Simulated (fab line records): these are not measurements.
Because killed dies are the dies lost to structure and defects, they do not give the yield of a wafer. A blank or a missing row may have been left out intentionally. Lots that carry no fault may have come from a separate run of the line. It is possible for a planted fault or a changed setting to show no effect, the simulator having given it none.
fab line records    flow nand_harc    part 1 of 2: steps 1 to 25 of 37
record: lots: 5  wafers: 15  last_day: 32
route steps=1302 shown P_ZERO_WELL@15
lots with no fault: from the same line, run without faults
start_h: hours from the record's opening day to when the first of the lot's shown wafers began    wait_h: hours from the lot's prior step to this one    " the same as in the row above    L1.1+2: several wafers, shown together as one row    - no value present, or no start provided    * or withheld: withheld    < > ~ a bound
route shown NAME@n: names a module that has steps shown in the file, with the first one's number in the route    usual: mean/standard deviation taken from wafers without a fault    same: alike in all rows    chamber/n: place in a boat    sites: each site's reading    _std_site: the values' standard deviation    _edge_site: outer sites' mean less inner sites'    radius_mm: how far each site lies from the wafer's centre    mask NAME#n: copy n    behind: the last tool/chamber to shape the wafer    hold: why the lot was held/for how many hours/how that ended    device: the transistor (n, p or np) that didn't switch    end of line: the route-end tests of the same wafers    where a step has no rows: the recipe by itself    killed: dies that structure and defects cost at the first sort, which is not the same as the wafer's yield    map: the dies of a wafer, with x for killed, . for not killed, _ for no die there
set.NAME: setting as actually run; set.NAME@STEP: the setting as run at that earlier step    model.NAME: the simulator's own value behind a step, which no gauge read
lots at some steps of the route; a table a step, a row a wafer
services: a tool's chamber out of use, with start hour (start_h, from the record's first day; less than 0 if before it), hours out, and reason
== steps ==
step: NHARC_P_ZERO_WELL_HARDBAKE_12
recipe: temp_c: 118  time_s: 65
usual: resist_line_temp_C: 23.00/0.097
lot.wafer  tool            chamber  start_h  wait_h  resist_line_temp_C
L077.1     litho_track-03  0        51.84    -       23.03
L077.3     "               0        "        "       23.04
L077.6     "               0        "        "       23.09
L079.1     litho_track-02  0        71.20    -       23.04
L079.3     "               0        "        "       22.79
L079.6     "               0        "        "       22.99
L080.3     litho_track-03  0        81.39    -       23.07
L080.4     "               0        "        "       22.95
L080.5     "               0        "        "       23.00
L090.1     litho_track-07  0        181.20   -       22.96
L090.3     "               0        "        "       23.09
L090.6     "               0        "        "       23.01
L094.4     litho_track-07  0        221.40   -       23.11
L094.5     "               0        "        "       23.05
L094.6     "               0        "        "       23.05
step: NHARC_P_ZERO_WELL_DESCUM_13
recipe: time_s: 3  o2_flow_sccm: 200  ar_flow_sccm: 0  bias_power_w: 0  chemistry: O2
usual: drypump_motor_current_A: 5.8/0.46  oes_product_au: 1.000/0.013  rf_vpp_V: 57.6/1  showerhead_plenum_p_Torr: 1.88/0.081  throttle_valve_pct: 11.311/0.009
lot.wafer  tool         chamber  start_h  wait_h  drypump_motor_current_A  oes_product_au  rf_hours_counter_h  rf_vpp_V  showerhead_plenum_p_Torr  throttle_valve_pct
L077.1     rie_diel-08  3        51.92    -       5.1                      0.993           9                   59.6      2.00                      11.317
L077.3     "            2        "        "       6.3                      0.998           11                  57.8      1.96                      11.299
L077.6     "            3        "        "       5.1                      1.000           -                   58.4      2.00                      11.309
L079.1     rie_diel-06  1        71.28    -       5.5                      0.996           39                  58.3      1.84                      11.311
L079.3     "            3        "        "       6.2                      0.993           43                  57.8      1.89                      11.328
L079.6     "            2        "        "       6.3                      0.987           -                   57.3      1.78                      11.302
L080.4     rie_diel-06  1        81.46    -       5.6                      0.998           41                  58.1      1.84                      11.299
L080.3     "            3        "        "       6.2                      0.996           46                  57.9      1.89                      11.307
L080.5     "            2        "        "       6.3                      0.976           -                   56.4      1.78                      11.312
L090.3     rie_diel-10  0        181.29   -       5.0                      0.991           43                  57.0      1.76                      11.297
L090.1     "            1        "        "       5.5                      0.970           37                  58.8      2.06                      11.314
L090.6     "            3        "        "       5.7                      0.986           -                   56.3      1.96                      11.322
L094.4     rie_diel-10  3        221.47   -       5.8                      0.987           55                  57.3      1.95                      11.326
L094.6     "            3        "        "       5.8                      0.971           -                   58.7      1.95                      11.315
L094.5     "            0        "        "       5.0                      0.981           -                   58.0      1.76                      11.320
step: NHARC_P_ZERO_WELL_ETCH_65
recipe: target_depth_a: 800  overetch_a: 240  time_s: 87.88  ion_energy_ev: 200  n2_flow_sccm: 150  h2_flow_sccm: 150  ar_flow_sccm: 0  rf_w: 400  bias_w: 150  chemistry: N2/H2
usual: drypump_motor_current_A: 5.9/0.45  oes_product_au: 1.001/0.013  rf_vpp_V: 429.7/2.5  showerhead_plenum_p_Torr: 2.01/0.087  throttle_valve_pct: 14.170/0.0095
lot.wafer  tool         chamber  start_h  wait_h  drypump_motor_current_A  oes_product_au  rf_hours_counter_h  rf_vpp_V  showerhead_plenum_p_Torr  throttle_valve_pct
L077.1     rie_diel-08  2        52.01    0.1     6.3                      1.008           11                  431.5     2.09                      14.169
L077.3     "            0        "        "       6.0                      1.024           9                   428.2     1.92                      14.157
L077.6     "            2        "        "       6.3                      1.004           -                   432.3     2.09                      14.169
L079.3     rie_diel-06  2        71.36    0.1     6.4                      0.981           46                  426.0     1.89                      14.177
L079.1     "            3        "        "       6.2                      0.993           43                  430.2     2.01                      14.178
L079.6     "            2        "        "       6.3                      0.974           -                   426.7     1.89                      14.171
L080.4     rie_diel-06  3        81.56    0.1     6.2                      0.995           46                  428.7     2.01                      14.166
L080.3     "            1        "        "       5.6                      0.996           41                  428.4     1.96                      14.181
L080.5     "            3        "        "       6.2                      0.993           -                   430.3     2.01                      14.163
L090.3     rie_diel-10  2        181.39   0.1     5.1                      0.996           37                  425.6     1.89                      14.169
L090.1     "            0        "        "       5.0                      0.981           43                  425.1     1.88                      14.176
L090.6     "            2        "        "       5.1                      0.996           -                   426.8     1.89                      14.165
L094.4     rie_diel-10  2        221.56   0.1     5.1                      1.005           54                  427.0     1.89                      14.151
L094.5     "            1        "        "       5.5                      1.001           -                   434.7     2.20                      14.176
L094.6     "            2        "        "       5.1                      0.999           -                   427.2     1.89                      14.162
step: NHARC_P_ZERO_WELL_ETCH_62
recipe: target_depth_a: 130  time_s: 6.5  chf3_flow_sccm: 50  ar_flow_sccm: 200  rf_w: 500  bias_w: 200  chemistry: CHF3/Ar
usual: drypump_motor_current_A: 5.8/0.46  oes_product_au: 0.961/0.018  rf_vpp_V: 369.9/2.5  showerhead_plenum_p_Torr: 2.31/0.095  throttle_valve_pct: 20.217/0.0095
lot.wafer  tool         chamber  start_h  wait_h  drypump_motor_current_A  oes_product_au  rf_hours_counter_h  rf_vpp_V  showerhead_plenum_p_Torr  throttle_valve_pct
L077.3     rie_diel-08  2        -        -       6.4                      0.994           11                  371.1     2.39                      20.214
L077.1     "            3        "        "       5.1                      0.969           9                   373.5     2.44                      20.212
L077.6     "            3        "        "       5.1                      0.966           -                   372.2     2.44                      20.204
L079.1     rie_diel-06  0        -        -       6.1                      0.988           39                  370.6     2.32                      20.226
L079.3     "            2        "        "       6.3                      0.956           46                  366.9     2.19                      20.211
L079.6     "            1        "        "       5.6                      0.957           -                   369.1     2.26                      20.214
L080.3     rie_diel-06  1        -        -       5.6                      0.957           41                  369.3     2.26                      20.199
L080.4     "            2        "        "       6.4                      0.941           48                  366.9     2.19                      20.198
L080.5     "            1        "        "       5.5                      0.949           -                   369.6     2.26                      20.238
L090.3     rie_diel-10  2        -        -       5.1                      0.947           37                  366.0     2.19                      20.223
L090.1     "            3        "        "       5.8                      0.933           40                  372.7     2.39                      20.208
L090.6     "            1        "        "       5.5                      0.932           -                   375.4     2.52                      20.212
L094.4     rie_diel-10  3        -        -       5.8                      0.948           55                  370.4     2.39                      20.206
L094.6     "            2        "        "       5.1                      0.983           -                   367.1     2.18                      20.215
L094.5     "            3        "        "       5.8                      0.950           -                   370.3     2.39                      20.201
step: NHARC_P_ZERO_WELL_ETCH_63
recipe: target_depth_a: 1200  time_s: 40.1  hbr_flow_sccm: 150  cl2_flow_sccm: 50  rf_w: 400  icp_w: 400  bias_w: 100  chemistry: HBr/Cl2
usual: drypump_motor_current_A: 5.8/0.45  oes_product_au: 1.006/0.018  throttle_valve_pct: 26.405/0.0093
lot.wafer  tool       chamber  start_h  wait_h  drypump_motor_current_A  oes_product_au  rf_hours_counter_h  throttle_valve_pct
L077.1     rie_si-02  2        52.19    -       6.2                      0.985           0.8                 26.408
L077.3     "          0        "        "       5.4                      0.986           0.8                 26.398
L077.6     "          3        "        "       5.9                      0.963           -                   26.403
L079.1     rie_si-03  3        71.53    -       6.4                      1.007           0.2                 26.419
L079.3     "          0        "        "       5.9                      1.010           0.2                 26.411
L079.6     "          0        "        "       5.9                      1.014           -                   26.409
L080.3     rie_si-04  1        81.75    -       5.1                      1.004           0.5                 26.416
L080.4     "          2        "        "       6.0                      1.018           0.6                 26.413
L080.5     "          3        "        "       5.2                      1.014           -                   26.424
L090.1     rie_si-02  3        181.58   -       6.0                      0.980           0.6                 26.394
L090.3     "          1        "        "       5.6                      1.000           0.4                 26.385
L090.6     "          2        "        "       6.2                      1.009           -                   26.416
L094.4     rie_si-04  0        221.77   -       6.4                      1.008           0.2                 26.423
L094.6     "          1        "        "       5.1                      0.974           -                   26.410
L094.5     "          2        "        "       6.0                      1.006           -                   26.402
step: NHARC_P_ZERO_WELL_STRIP_15
recipe: time_s: 900  temp_c: 130  chemistry: SPM
lot.wafer   tool          chamber  start_h  wait_h
L077.1+6+3  wet_bench-01  3,4,5    52.35    -
L079.3+6+1  wet_bench-01  5,6,1    71.72    -
L080.3+4+5  wet_bench-01  2,4,6    81.88    -
L090.3+6+1  wet_bench-02  0,3,4    181.72   -
L094.6+4+5  wet_bench-09  1,3,5    221.88   -
step: NHARC_P_ZERO_WELL_DEHYDRATE_16
recipe: temp_c: 150  time_s: 120
usual: resist_line_temp_C: 23.02/0.11
lot.wafer  tool            chamber  start_h  wait_h  resist_line_temp_C
L077.1     litho_track-03  0        52.69    -       23.02
L077.3     "               0        "        "       22.95
L077.6     "               0        "        "       23.14
L079.1     litho_track-07  0        72.06    -       23.11
L079.3     "               0        "        "       23.07
L079.6     "               0        "        "       22.93
L080.3     litho_track-02  0        82.22    -       23.00
L080.4     "               0        "        "       22.82
L080.5     "               0        "        "       22.88
L090.1     litho_track-03  0        182.07   -       22.90
L090.3     "               0        "        "       23.03
L090.6     "               0        "        "       23.03
L094.4     litho_track-03  0        222.28   -       23.00
L094.5     "               0        "        "       22.94
L094.6     "               0        "        "       23.11
step: NHARC_P_ZERO_WELL_HMDS_17
recipe: time_s: 30
usual: resist_line_temp_C: 23.02/0.1
lot.wafer  tool            chamber  start_h  wait_h  resist_line_temp_C
L077.1     litho_track-03  0        -        -       23.11
L077.3     "               0        "        "       23.12
L077.6     "               0        "        "       23.10
L079.1     litho_track-07  0        -        -       22.86
L079.3     "               0        "        "       23.03
L079.6     "               0        "        "       22.83
L080.3     litho_track-02  0        -        -       23.09
L080.4     "               0        "        "       23.02
L080.5     "               0        "        "       22.84
L090.1     litho_track-03  0        -        -       22.92
L090.3     "               0        "        "       22.88
L090.6     "               0        "        "       23.00
L094.4     litho_track-03  0        -        -       23.01
L094.5     "               0        "        "       23.02
L094.6     "               0        "        "       22.94
step: NHARC_P_ZERO_WELL_COAT_18
recipe: spin_rpm: withheld
usual: resist_line_temp_C: 23.02/0.093
lot.wafer  tool            chamber  start_h  wait_h  resist_line_temp_C
L077.1     litho_track-03  0        -        -       23.01
L077.3     "               0        "        "       22.97
L077.6     "               0        "        "       23.09
L079.1     litho_track-07  0        -        -       22.94
L079.3     "               0        "        "       22.91
L079.6     "               0        "        "       23.00
L080.3     litho_track-02  0        -        -       22.98
L080.4     "               0        "        "       22.80
L080.5     "               0        "        "       22.94
L090.1     litho_track-03  0        -        -       23.03
L090.3     "               0        "        "       23.07
L090.6     "               0        "        "       23.05
L094.4     litho_track-03  0        -        -       23.00
L094.5     "               0        "        "       23.00
L094.6     "               0        "        "       22.96
step: NHARC_P_ZERO_WELL_SOFTBAKE_19
recipe: temp_c: 122  time_s: 95
usual: resist_line_temp_C: 23.02/0.11
lot.wafer  tool            chamber  start_h  wait_h  resist_line_temp_C
L077.1     litho_track-03  0        -        -       22.83
L077.3     "               0        "        "       22.86
L077.6     "               0        "        "       23.07
L079.1     litho_track-07  0        -        -       23.00
L079.3     "               0        "        "       22.85
L079.6     "               0        "        "       22.95
L080.3     litho_track-02  0        -        -       23.07
L080.4     "               0        "        "       22.99
L080.5     "               0        "        "       23.04
L090.1     litho_track-03  0        -        -       22.89
L090.3     "               0        "        "       22.93
L090.6     "               0        "        "       22.78
L094.4     litho_track-03  0        -        -       23.11
L094.5     "               0        "        "       23.23
L094.6     "               0        "        "       23.19
step: NHARC_P_ZERO_WELL_EBR_20
usual: resist_line_temp_C: 22.99/0.11
lot.wafer  tool            chamber  start_h  wait_h  resist_line_temp_C
L077.1     litho_track-03  0        -        -       23.01
L077.3     "               0        "        "       22.89
L077.6     "               0        "        "       23.01
L079.1     litho_track-07  0        -        -       22.84
L079.3     "               0        "        "       22.86
L079.6     "               0        "        "       22.84
L080.3     litho_track-02  0        -        -       22.90
L080.4     "               0        "        "       22.92
L080.5     "               0        "        "       23.04
L090.1     litho_track-03  0        -        -       22.94
L090.3     "               0        "        "       22.75
L090.6     "               0        "        "       22.83
L094.4     litho_track-03  0        -        -       23.08
L094.5     "               0        "        "       22.97
L094.6     "               0        "        "       23.12
step: NHARC_P_ZERO_WELL_EXPOSE_21
recipe: na: 0.6  target_cd_nm: 720  dose_mj: 22.31  mask_id: P_NWELL
lot.wafer   tool            chamber  start_h  wait_h  mask
L077.1+3+6  krf_scanner-04  0        52.96    -       P_NWELL#0
L079.1+3+6  krf_scanner-02  0        72.21    -       P_NWELL#0
L080.3+4+5  krf_scanner-02  0        82.38    -       P_NWELL#0
L090.1+3+6  krf_scanner-02  0        182.34   -       P_NWELL#0
L094.4+5+6  krf_scanner-02  0        222.44   -       P_NWELL#0
step: NHARC_P_ZERO_WELL_PEB_22
recipe: peb_temp_c: 118  peb_time_s: 85
usual: resist_line_temp_C: 23.00/0.093
lot.wafer  tool            chamber  start_h  wait_h  resist_line_temp_C
L077.1     litho_track-03  0        53.03    0.1     22.98
L077.3     "               0        "        "       22.91
L077.6     "               0        "        "       23.05
L079.1     litho_track-03  0        72.27    0.1     22.97
L079.3     "               0        "        "       22.97
L079.6     "               0        "        "       22.94
L080.3     litho_track-03  0        82.44    0.1     23.03
L080.4     "               0        "        "       22.99
L080.5     "               0        "        "       23.03
L090.1     litho_track-02  0        182.40   0.1     23.11
L090.3     "               0        "        "       23.07
L090.6     "               0        "        "       22.91
L094.4     litho_track-02  0        222.49   0.0     22.93
L094.5     "               0        "        "       22.92
L094.6     "               0        "        "       22.97
step: NHARC_P_ZERO_WELL_DEVELOP_23
recipe: time_s: 70
usual: resist_line_temp_C: 23.01/0.096
lot.wafer  tool            chamber  start_h  wait_h  resist_line_temp_C
L077.1     litho_track-03  0        -        -       23.02
L077.3     "               0        "        "       23.04
L077.6     "               0        "        "       22.94
L079.1     litho_track-03  0        -        -       23.00
L079.3     "               0        "        "       22.97
L079.6     "               0        "        "       22.83
L080.3     litho_track-03  0        -        -       23.05
L080.4     "               0        "        "       23.11
L080.5     "               0        "        "       22.99
L090.1     litho_track-02  0        -        -       23.14
L090.3     "               0        "        "       23.00
L090.6     "               0        "        "       23.09
L094.4     litho_track-02  0        -        -       23.01
L094.5     "               0        "        "       22.94
L094.6     "               0        "        "       22.90
step: NHARC_P_ZERO_WELL_CD_MEAS_24
recipe: target_cd_nm: 720  landing_energy_ev: 500
usual: cd_nm: 719.0/2.5
lot.wafer  tool       chamber  start_h  wait_h  cd_nm
L077.1     cd_sem-01  0        53.12    -       718.5
L077.3     "          0        "        "       722.8
L077.6     "          0        "        "       721.5
L079.1     cd_sem-03  0        72.36    -       720.3
L079.3     "          0        "        "       717.6
L079.6     "          0        "        "       720.4
L080.3     cd_sem-03  0        82.53    -       717.8
L080.4     "          0        "        "       719.1
L080.5     "          0        "        "       718.7
L090.1     cd_sem-03  0        182.49   -       721.6
L090.3     "          0        "        "       720.4
L090.6     "          0        "        "       721.7
L094.4     cd_sem-02  0        222.59   -       721.3
L094.5     "          0        "        "       718.9
L094.6     "          0        "        "       716.6
step: NHARC_P_ZERO_WELL_HARDBAKE_25
recipe: temp_c: 125  time_s: 80
usual: resist_line_temp_C: 22.99/0.1
lot.wafer  tool            chamber  start_h  wait_h  resist_line_temp_C
L077.1     litho_track-07  0        53.20    -       23.11
L077.3     "               0        "        "       22.92
L077.6     "               0        "        "       23.08
L079.1     litho_track-02  0        72.44    -       23.07
L079.3     "               0        "        "       23.00
L079.6     "               0        "        "       22.90
L080.3     litho_track-02  0        82.61    -       23.02
L080.4     "               0        "        "       22.90
L080.5     "               0        "        "       22.98
L090.1     litho_track-03  0        182.57   -       22.90
L090.3     "               0        "        "       22.92
L090.6     "               0        "        "       22.93
L094.4     litho_track-02  0        222.67   -       22.98
L094.5     "               0        "        "       22.99
L094.6     "               0        "        "       22.93
step: NHARC_P_ZERO_WELL_DESCUM_26
recipe: time_s: 3  o2_flow_sccm: 200  ar_flow_sccm: 0  bias_power_w: 0  chemistry: O2
usual: drypump_motor_current_A: 5.8/0.46  oes_product_au: 0.999/0.014  rf_vpp_V: 57.6/0.94  showerhead_plenum_p_Torr: 1.88/0.083  throttle_valve_pct: 11.313/0.0083
lot.wafer  tool         chamber  start_h  wait_h  drypump_motor_current_A  oes_product_au  rf_hours_counter_h  rf_vpp_V  showerhead_plenum_p_Torr  throttle_valve_pct
L077.1     rie_diel-06  0        53.32    -       6.1                      1.010           33                  58.7      1.90                      11.300
L077.3     "            2        "        "       6.4                      0.971           39                  57.7      1.78                      11.304
L077.6     "            3        "        "       6.2                      0.971           -                   59.0      1.89                      11.318
L079.3     rie_diel-08  0        72.52    -       6.0                      1.009           17                  57.1      1.81                      11.307
L079.1     "            3        "        "       5.1                      1.007           15                  56.8      2.00                      11.323
L079.6     "            0        "        "       6.1                      1.018           -                   56.7      1.80                      11.295
L080.4     rie_diel-06  1        82.68    -       5.5                      0.995           41                  58.5      1.84                      11.312
L080.3     "            2        "        "       6.4                      0.983           48                  57.0      1.78                      11.310
L080.5     "            2        "        "       6.4                      0.983           -                   56.6      1.78                      11.316
L090.1     rie_diel-08  1        182.65   -       5.5                      0.988           52                  56.7      1.95                      11.313
L090.3     "            0        "        "       6.0                      1.021           57                  55.9      1.79                      11.305
L090.6     "            1        "        "       5.5                      0.983           -                   57.1      1.95                      11.317
L094.4     rie_diel-10  1        222.76   -       5.5                      0.997           54                  58.3      2.06                      11.306
L094.5     "            3        "        "       5.7                      0.971           -                   57.2      1.95                      11.313
L094.6     "            0        "        "       5.0                      0.983           -                   58.1      1.76                      11.323
step: NHARC_P_ZERO_WELL_IMPLANT_27
recipe: energy_kev: 600  dose_cm2: 1e+13  tilt_deg: 7
lot.wafer   tool          chamber  start_h  wait_h
L077.1+3+6  implanter-02  0        53.48    0.1
L079.1+3+6  implanter-01  0        72.67    0.1
L080.3+4+5  implanter-02  0        82.89    0.2
L090.1+3+6  implanter-02  0        182.80   0.1
L094.4+5+6  implanter-01  0        222.97   0.2
step: NHARC_P_ZERO_WELL_IMPLANT_57
recipe: energy_kev: 250  dose_cm2: 4e+12  tilt_deg: 7
lot.wafer   tool          chamber  start_h  wait_h
L077.1+3+6  implanter-02  0        53.65    0.1
L079.1+3+6  implanter-01  0        72.85    0.2
L080.3+4+5  implanter-02  0        83.07    0.2
L090.1+3+6  implanter-02  0        182.98   0.1
L094.4+5+6  implanter-01  0        223.15   0.1
step: NHARC_P_ZERO_WELL_IMPLANT_58
recipe: energy_kev: 100  dose_cm2: 2e+12  tilt_deg: 7
lot.wafer   tool          chamber  start_h  wait_h
L077.1+3+6  implanter-02  0        53.83    0.1
L079.1+3+6  implanter-01  0        73.03    0.1
L080.3+4+5  implanter-02  0        83.26    0.2
L090.1+3+6  implanter-02  0        183.16   0.1
L094.4+5+6  implanter-01  0        223.33   0.1
step: NHARC_P_ZERO_WELL_STRIP_28
recipe: time_s: 840  temp_c: 130  chemistry: SPM
lot.wafer   tool          chamber  start_h  wait_h
L077.3+1+6  wet_bench-09  6,7,2    54.05    0.1
L079.1+3+6  wet_bench-09  3,5,6    73.24    0.2
L080.3+4+5  wet_bench-02  6,7,3    83.41    0.1
L090.1+3+6  wet_bench-01  1,5,6    183.37   0.2
L094.4+5+6  wet_bench-01  3,4,5    223.46   0.1
step: NHARC_P_ZERO_WELL_DEHYDRATE_29
recipe: temp_c: 150  time_s: 120
usual: resist_line_temp_C: 23.00/0.11
lot.wafer  tool            chamber  start_h  wait_h  resist_line_temp_C
L077.1     litho_track-03  0        54.38    -       23.06
L077.3     "               0        "        "       23.20
L077.6     "               0        "        "       23.10
L079.1     litho_track-07  0        73.62    -       22.85
L079.3     "               0        "        "       23.01
L079.6     "               0        "        "       23.08
L080.3     litho_track-03  0        83.74    -       23.10
L080.4     "               0        "        "       22.95
L080.5     "               0        "        "       23.16
L090.1     litho_track-07  0        183.70   -       23.04
L090.3     "               0        "        "       22.93
L090.6     "               0        "        "       23.05
L094.4     litho_track-03  0        223.79   -       23.10
L094.5     "               0        "        "       23.23
L094.6     "               0        "        "       23.03
step: NHARC_P_ZERO_WELL_HMDS_30
recipe: time_s: 30
usual: resist_line_temp_C: 22.98/0.11
lot.wafer  tool            chamber  start_h  wait_h  resist_line_temp_C
L077.1     litho_track-03  0        -        -       23.03
L077.3     "               0        "        "       23.10
L077.6     "               0        "        "       22.97
L079.1     litho_track-07  0        -        -       23.05
L079.3     "               0        "        "       22.97
L079.6     "               0        "        "       23.06
L080.3     litho_track-03  0        -        -       23.09
L080.4     "               0        "        "       23.07
L080.5     "               0        "        "       23.12
L090.1     litho_track-07  0        -        -       22.85
L090.3     "               0        "        "       22.97
L090.6     "               0        "        "       22.99
L094.4     litho_track-03  0        -        -       23.00
L094.5     "               0        "        "       22.85
L094.6     "               0        "        "       23.15
step: NHARC_P_ZERO_WELL_COAT_31
recipe: spin_rpm: withheld
usual: resist_line_temp_C: 22.99/0.12
lot.wafer  tool            chamber  start_h  wait_h  resist_line_temp_C
L077.1     litho_track-03  0        -        -       22.89
L077.3     "               0        "        "       22.85
L077.6     "               0        "        "       22.88
L079.1     litho_track-07  0        -        -       22.76
L079.3     "               0        "        "       22.97
L079.6     "               0        "        "       22.71
L080.3     litho_track-03  0        -        -       23.21
L080.4     "               0        "        "       23.13
L080.5     "               0        "        "       23.16
L090.1     litho_track-07  0        -        -       23.08
L090.3     "               0        "        "       22.83
L090.6     "               0        "        "       22.96
L094.4     litho_track-03  0        -        -       23.07
L094.5     "               0        "        "       22.81
L094.6     "               0        "        "       23.06
step: NHARC_P_ZERO_WELL_SOFTBAKE_32
recipe: temp_c: 122  time_s: 95
usual: resist_line_temp_C: 22.98/0.1
lot.wafer  tool            chamber  start_h  wait_h  resist_line_temp_C
L077.1     litho_track-03  0        -        -       22.92
L077.3     "               0        "        "       22.94
L077.6     "               0        "        "       22.87
L079.1     litho_track-07  0        -        -       23.13
L079.3     "               0        "        "       22.75
L079.6     "               0        "        "       22.94
L080.3     litho_track-03  0        -        -       23.01
L080.4     "               0        "        "       23.07
L080.5     "               0        "        "       22.94
L090.1     litho_track-07  0        -        -       23.01
L090.3     "               0        "        "       22.87
L090.6     "               0        "        "       23.08
L094.4     litho_track-03  0        -        -       22.92
L094.5     "               0        "        "       23.01
L094.6     "               0        "        "       22.95
